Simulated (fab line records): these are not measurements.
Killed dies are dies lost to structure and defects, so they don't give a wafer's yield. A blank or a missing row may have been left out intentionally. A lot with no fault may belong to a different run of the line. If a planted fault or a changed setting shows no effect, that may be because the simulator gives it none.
Matching of chambers / flow nand harc / 4 sister chambers for NHARC_A_CONTACT_ETCH_88 on rie diel-13
The step etches the open film in CF4, target depth 39 nm, time 65 s. 8 wafers are shown with their chamber, then 8 later ones without.

## WAFERS, EACH WITH ITS CHAMBER
wafer=L344.5; chamber=1; showerhead plenum p Torr (Torr)=1.84; oes product au (a.u.)=1.008
wafer=L349.1; chamber=2; showerhead plenum p Torr (Torr)=1.64; oes product au (a.u.)=1.007
wafer=L349.3; chamber=1; showerhead plenum p Torr (Torr)=1.84; oes product au (a.u.)=0.999
wafer=L349.6; chamber=3; showerhead plenum p Torr (Torr)=1.64; oes product au (a.u.)=0.993
wafer=L351.2; chamber=0; showerhead plenum p Torr (Torr)=1.69; oes product au (a.u.)=0.991
wafer=L351.4; chamber=3; showerhead plenum p Torr (Torr)=1.64; oes product au (a.u.)=0.996
wafer=L351.6; chamber=0; showerhead plenum p Torr (Torr)=1.69; oes product au (a.u.)=0.981
wafer=L361.3; chamber=2; showerhead plenum p Torr (Torr)=1.91; oes product au (a.u.)=0.994

## WAFERS MISSING THEIR CHAMBER
wafer=L361.4; showerhead plenum p Torr (Torr)=1.91; oes product au (a.u.)=0.993
wafer=L361.5; showerhead plenum p Torr (Torr)=1.91; oes product au (a.u.)=0.997
wafer=L363.2; showerhead plenum p Torr (Torr)=1.91; oes product au (a.u.)=0.991
wafer=L363.4; showerhead plenum p Torr (Torr)=1.84; oes product au (a.u.)=0.986
wafer=L363.6; showerhead plenum p Torr (Torr)=1.91; oes product au (a.u.)=0.994
wafer=L365.2; showerhead plenum p Torr (Torr)=1.69; oes product au (a.u.)=1.002
wafer=L365.3; showerhead plenum p Torr (Torr)=1.90; oes product au (a.u.)=0.996
wafer=L365.6; showerhead plenum p Torr (Torr)=1.83; oes product au (a.u.)=0.983

## CHAMBER TAKEN BY EACH
wafer=L361.4; from the rows above=can't be placed: 1 or 2 or 0 or 3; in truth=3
wafer=L361.5; from the rows above=can't be placed: 1 or 2 or 0 or 3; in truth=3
wafer=L363.2; from the rows above=can't be placed: 2 or 1 or 0 or 3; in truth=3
wafer=L363.4; from the rows above=can't be placed: 0 or 2 or 3 or 1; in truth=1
wafer=L363.6; from the rows above=can't be placed: 1 or 2 or 0 or 3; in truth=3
wafer=L365.2; from the rows above=can't be placed: 2 or 3 or 1 or 0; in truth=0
wafer=L365.3; from the rows above=can't be placed: 1 or 2 or 0 or 3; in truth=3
wafer=L365.6; from the rows above=can't be placed: 0 or 3 or 2 or 1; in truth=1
0 of 8 placed correctly. Not placeable from these rows: 8 (in 8, the candidates include the true chamber). 0 placed wrongly.
How it was worked out, from the rows above alone: a wafer's distance from a chamber is the root of the sum, over the readings, of the square of ((its reading less the chamber's mean) divided by the reading's scatter). If the next closest chamber is less than 2 further off than the closest, the wafer can't be placed; otherwise it belongs to the closest. Each chamber's mean is taken over the wafers shown for it. The scatter is the square root of a quotient: the sum, over the shown wafers, of each reading's squared deviation from its chamber's mean, divided by wafers minus chambers.
